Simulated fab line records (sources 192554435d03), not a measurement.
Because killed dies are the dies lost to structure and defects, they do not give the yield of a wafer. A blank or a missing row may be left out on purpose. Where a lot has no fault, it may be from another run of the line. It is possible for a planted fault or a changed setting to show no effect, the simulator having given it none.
Which of the tools did it? | flow n5-finfet | 36 wafers from 12 lots sampled at 3 of the route's 1938 steps

## WHAT THE GAUGES SHOWED, per wafer
N5_BEOL_M7_INSPECT_13: inspects for defects (brightfield).
lot  | measured     | on                | raw-defect-count
L074 | day 9 01:57  | defect-inspect-01 | 398 400 445
L077 | day 9 18:44  | defect-inspect-02 | 428 499 498
L079 | day 10 15:09 | defect-inspect-02 | 391 373 326
L081 | day 10 18:15 | defect-inspect-01 | 611 577 705
L083 | day 10 21:46 | defect-inspect-02 | 269 310 356
L085 | day 12 00:14 | defect-inspect-01 | 421 657 507
L087 | day 12 07:08 | defect-inspect-01 | 435 357 465
L090 | day 12 15:16 | defect-inspect-01 | 363 454 467
L091 | day 13 02:25 | defect-inspect-02 | 471 471 472
L094 | day 13 20:55 | defect-inspect-01 | 305 443 553
L095 | day 14 05:09 | defect-inspect-01 | 628 747 583
L097 | day 14 08:08 | defect-inspect-02 | 456 360 535

## EACH LOT AND THE TOOL THAT RAN IT (in order: tool; ch and the chambers of the sampled wafers; start)
lot  | N5_BEOL_M7_CURE_74            | N5_BEOL_M7_HM_DEP_02
L074 | uv-cure-01 ch 1, day 8 22:18  | pvd-sputter-03, day 9 01:24
L077 | uv-cure-01 ch 0, day 9 16:11  | pvd-sputter-03, day 9 18:11
L079 | uv-cure-03 ch 2, day 10 13:24 | pvd-sputter-01, day 10 14:43
L081 | uv-cure-02 ch 2, day 10 16:55 | pvd-sputter-02, day 10 17:42
L083 | uv-cure-02 ch 2, day 10 20:05 | pvd-sputter-03, day 10 21:13
L085 | uv-cure-03 ch 0, day 11 23:04 | pvd-sputter-03, day 11 23:41
L087 | uv-cure-02 ch 0, day 12 05:28 | pvd-sputter-03, day 12 06:35
L090 | uv-cure-03 ch 0, day 12 13:25 | pvd-sputter-03, day 12 14:43
L091 | uv-cure-03 ch 2, day 13 00:51 | pvd-sputter-03, day 13 01:59
L094 | uv-cure-03 ch 2, day 13 19:34 | pvd-sputter-02, day 13 20:22
L095 | uv-cure-01 ch 0, day 14 03:10 | pvd-sputter-03, day 14 04:36
L097 | uv-cure-01 ch 1, day 14 07:00 | pvd-sputter-03, day 14 07:42
- N5_BEOL_M7_CURE_74: cures SiCOH lowk, time 240 s.
- N5_BEOL_M7_HM_DEP_02: deposits TiN, target thk 20 nm.

## THE ANSWER, worked out from the rows above alone
Rule: the lots themselves supply what counts as usual. The widest of any qualifying gaps counts: lots, ordered by their means at a reading, are off when they make up no more than a third of the lots, leave a main group of 4 or more, and stand apart from it by 3 or more times the standard deviation of that group's means. The tables above print the reading to a certain number of digits; a main group whose means all agree to those digits is not used. A lot without any number at a reading at which 4 lots or more have one is off too. Where the step has rows for the other lots, those lots are counted as sound.
No lot is off on any of the readings shown, so nothing can be concluded from this.

## WHAT THE SIMULATOR HAD INSERTED
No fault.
